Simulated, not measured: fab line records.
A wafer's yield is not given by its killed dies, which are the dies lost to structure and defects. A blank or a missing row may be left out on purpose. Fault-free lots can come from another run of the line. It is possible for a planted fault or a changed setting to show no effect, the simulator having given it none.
Split-lot study ; flow n5_finfet ; on a route of 1938 steps: 7 lots, 21 wafers read

== THE SPLIT ITSELF ==
At N5_BEOL_M10_COAT_60 (time 60 s, resist thk 30 nm), the setting spin_rpm was moved away from the recipe's 1500 rpm on 7 of the 21 wafers read, by -4.0% to +8.9%. All remaining wafers had this setting at the recipe value.

== FROM THE SPLIT TO THE READING: what the file shows between them, 4 steps ==
- N5_BEOL_M10_COAT_05: resist thk 90 nm
- N5_BEOL_M10_EBR_07
- N5_BEOL_M10_DESCUM_16: chemistry O2, time 7.9 s
- N5_BEOL_M10_ETCH_61: etches SiARC in CF4, target depth 39 nm, time 65 s

== THE READING ==
SiARC_of_BEOL_M10_COAT_60.thk_nm (the simulator's own value, which no gauge read), in nm, at N5_BEOL_M10_ETCH_62 (etches SOC in N2/H2, target depth 110 nm, overetch 22 nm, time 165 s). There is no usual value for it anywhere in the file. The 14 wafers here that ran the recipe average 23.5 nm, standard deviation 0.28 nm.

wafer;tool, chamber at the split;spin_rpm as run, rpm;against the recipe;SiARC_of_BEOL_M10_COAT_60.thk_nm, nm;against lot-mates on the recipe
L081.2;litho_track-02, 0;1500;recipe;24;-
L081.4;litho_track-02, 0;1633;+8.9%;22;-2.0
L081.6;litho_track-02, 0;1633;+8.9%;22;-2.0
L082.4;litho_track-05, 0;1500;recipe;23.4;-
L082.5;litho_track-05, 0;1500;recipe;23.4;-
L082.6;litho_track-05, 0;1500;recipe;23.4;-
L085.2;litho_track-02, 0;1500;recipe;23.4;-
L085.3;litho_track-02, 0;1615;+7.7%;22.8;-0.6
L085.4;litho_track-02, 0;1615;+7.7%;22.2;-1.2
L086.1;litho_track-05, 0;1500;recipe;23.2;-
L086.3;litho_track-05, 0;1500;recipe;24.2;-
L086.5;litho_track-05, 0;1500;recipe;23.6;-
L089.4;litho_track-05, 0;1440;-4.0%;24.6;+1.2
L089.5;litho_track-05, 0;1440;-4.0%;24.2;+0.8
L089.6;litho_track-05, 0;1500;recipe;23.4;-
L090.2;litho_track-02, 0;1500;recipe;23.2;-
L090.3;litho_track-02, 0;1500;recipe;23.4;-
L090.4;litho_track-02, 0;1500;recipe;23.4;-
L097.4;litho_track-05, 0;1500;recipe;23.8;-
L097.5;litho_track-05, 0;1500;recipe;23.4;-
L097.6;litho_track-05, 0;1564;+4.3%;22.8;-0.8

FIT RESULTS
A straight line over all 21 wafers: SiARC_of_BEOL_M10_COAT_60.thk_nm changes by -0.165 nm for each +1% of spin_rpm; r = -0.91; the points scatter about the line by 0.29 nm.
The same after taking each lot's own level away (the mean of its wafers on the recipe; 21 wafers): -0.191 nm for each +1%; r = -0.92; scatter 0.3 nm.
On that fit, the largest move of spin_rpm shifts the reading by 1.7 nm.
From 23.33 to 24.00 nm: that is the span of the lots' own levels, equal to 2.4 times the standard deviation above.
So the lot-to-lot level changes the slope: the two fits differ.
Check: -1.53 nm against its lot-mates is what the line predicts for one of the wafers moved furthest among these (+8.9%) when that wafer is left out of the fit. Against them it came out at -2 nm.

== THE WHOLE CHAIN: every reading that the file lists as answering this split, in the file's order ==
step;what it does;reading;change (the file's fit);r (the file's)
N5_BEOL_M10_COAT_60;time 60 s, resist thk 30 nm;SiARC_of_BEOL_M10_COAT_60.thk_nm (the simulator's own value, which no gauge read);-0.131 nm for each +1% of the setting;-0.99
N5_BEOL_M10_ETCH_61;etches SiARC in CF4, target depth 39 nm, time 65 s;etch.depth_nm (the simulator's own value, which no gauge read);-0.139 nm for each +1% of the setting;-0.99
N5_BEOL_M10_ETCH_61;etches SiARC in CF4, target depth 39 nm, time 65 s;CAR-ArF_of_BEOL_M10_COAT_05.thk_nm (the simulator's own value, which no gauge read);+0.095 nm for each +1% of the setting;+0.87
N5_BEOL_M10_ETCH_62;etches SOC in N2/H2, target depth 110 nm, overetch 22 nm, time 165 s;SiARC_of_BEOL_M10_COAT_60.thk_nm (the simulator's own value, which no gauge read);-0.187 nm for each +1% of the setting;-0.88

== FILE'S OWN FIT ==
SiARC_of_BEOL_M10_COAT_60.thk_nm changes by -0.187 nm for each +1% of spin_rpm, r = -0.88.
